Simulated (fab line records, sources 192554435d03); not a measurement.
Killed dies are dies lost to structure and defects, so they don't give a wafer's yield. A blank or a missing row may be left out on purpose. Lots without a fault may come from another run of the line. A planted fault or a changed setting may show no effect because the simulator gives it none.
Split-lot experiment | flow n5_finfet | 7 lots, 21 wafers read, on a route of 1938 steps

THE SPLIT
At N5_BEOL_M10_ILD_DEP_00 (deposits SiCOH lowk from DEMS/porogen, target thk 308.51 nm, time 58 s), the setting time_s was moved away from the recipe's 58 s on 6 of the 21 wafers read, by -14.1% to -4.3%. The other wafers ran this setting at the recipe's value.

FROM THE SPLIT TO THE READING: what the file shows between them, 1 step
- N5_BEOL_M10_CURE_71: cures SiCOH lowk, time 240 s

THE READING
M10_ILD_THK, in nm, at N5_BEOL_M10_THK_MEAS_01. Fault-free wafers of this fab line usually give 267 nm, standard deviation 3.2 nm.

wafer  | tool, chamber at the split | time_s as run, s | against the recipe | M10_ILD_THK, nm | against lot-mates on the recipe
L074.1 | pecvd-02, 1                | 55.5             | -4.3%              | 253             | -14
L074.3 | pecvd-02, 1                | 58               | recipe             | 267             | -
L074.4 | pecvd-02, 0                | 55.5             | -4.3%              | 259             | -8
L079.1 | pecvd-03, 2                | 50.78            | -12.4%             | 235             | -30
L079.2 | pecvd-03, 0                | 58               | recipe             | 266             | -
L079.5 | pecvd-03, 0                | 58               | recipe             | 265             | -
L084.3 | pecvd-03, 1                | 52.78            | -9.0%              | 245             | -26
L084.4 | pecvd-03, 0                | 58               | recipe             | 271             | -
L084.6 | pecvd-03, 2                | 52.78            | -9.0%              | 244             | -27
L088.2 | pecvd-03, 2                | 58               | recipe             | 263             | -
L088.5 | pecvd-03, 1                | 58               | recipe             | 267             | -
L088.6 | pecvd-03, 2                | 58               | recipe             | 266             | -
L087.2 | pecvd-03, 0                | 58               | recipe             | 265             | -
L087.4 | pecvd-03, 1                | 58               | recipe             | 267             | -
L087.6 | pecvd-03, 0                | 58               | recipe             | 269             | -
L089.1 | pecvd-01, 2                | 58               | recipe             | 256             | -
L089.2 | pecvd-01, 1                | 58               | recipe             | 266             | -
L089.6 | pecvd-01, 1                | 58               | recipe             | 269             | -
L091.3 | pecvd-02, 1                | 58               | recipe             | 268             | -
L091.4 | pecvd-02, 1                | 49.85            | -14.1%             | 229             | -42
L091.6 | pecvd-02, 0                | 58               | recipe             | 273             | -

THE FIT
A straight line over all 21 wafers: M10_ILD_THK changes by +2.56 nm for each +1% of time_s; r = +0.96; the points scatter about the line by 3.5 nm.
The same after taking each lot's own level away (the mean of its wafers on the recipe; 21 wafers): +2.79 nm for each +1%; r = +0.97; scatter 3 nm.
On that fit, the largest move of time_s shifts the reading by 39 nm.
The lots' own levels span 263.7 to 271.0 nm, that is 2.3 times the standard deviation above.
So the lot-to-lot level changes the slope little: the two slopes agree.
Check: with one of the wafers moved furthest among these (-14.1%) left out of the fit, the line predicts -37.7 nm for it against its lot-mates. It came out at -41.5 nm against them.

OTHER SPLITS ON THESE WAFERS
These wafers also went through other splits before the reading. Each is held against what the fit with the lots' levels taken away leaves over:
other split on the same wafers   | wafers away from the commonest value | r with M10_ILD_THK (lot level and that fit taken away)
N5_BEOL_M8_TRENCH_ETCH_37 time_s | 3                                    | -0.21
N5_BEOL_M9_ETCH_65 bias_w        | 11                                   | +0.15
N5_BEOL_M9_TRENCH_ETCH_37 time_s | 6                                    | +0.12

THE WHOLE CHAIN: every reading that the file lists as answering this split, in the file's order
step                    | what it does                                                           | reading                                                                                   | change (the file's fit)              | r (the file's)
N5_BEOL_M10_ILD_DEP_00  | deposits SiCOH lowk from DEMS/porogen, target thk 308.51 nm, time 58 s | SiCOH_lowk_of_BEOL_M10_ILD_DEP_00.thk_nm (the simulator's own value, which no gauge read) | +3.14 nm for each +1% of the setting | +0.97
N5_BEOL_M10_CURE_71     | cures SiCOH lowk, time 240 s                                           | SiCOH_lowk_of_BEOL_M10_ILD_DEP_00.thk_nm (the simulator's own value, which no gauge read) | +2.78 nm for each +1% of the setting | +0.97
N5_BEOL_M10_THK_MEAS_01 |                                                                        | M10_ILD_THK                                                                               | +2.76 for each +1% of the setting    | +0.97

THE FILE'S OWN FIT
M10_ILD_THK changes by +2.76 nm for each +1% of time_s, r = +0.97.
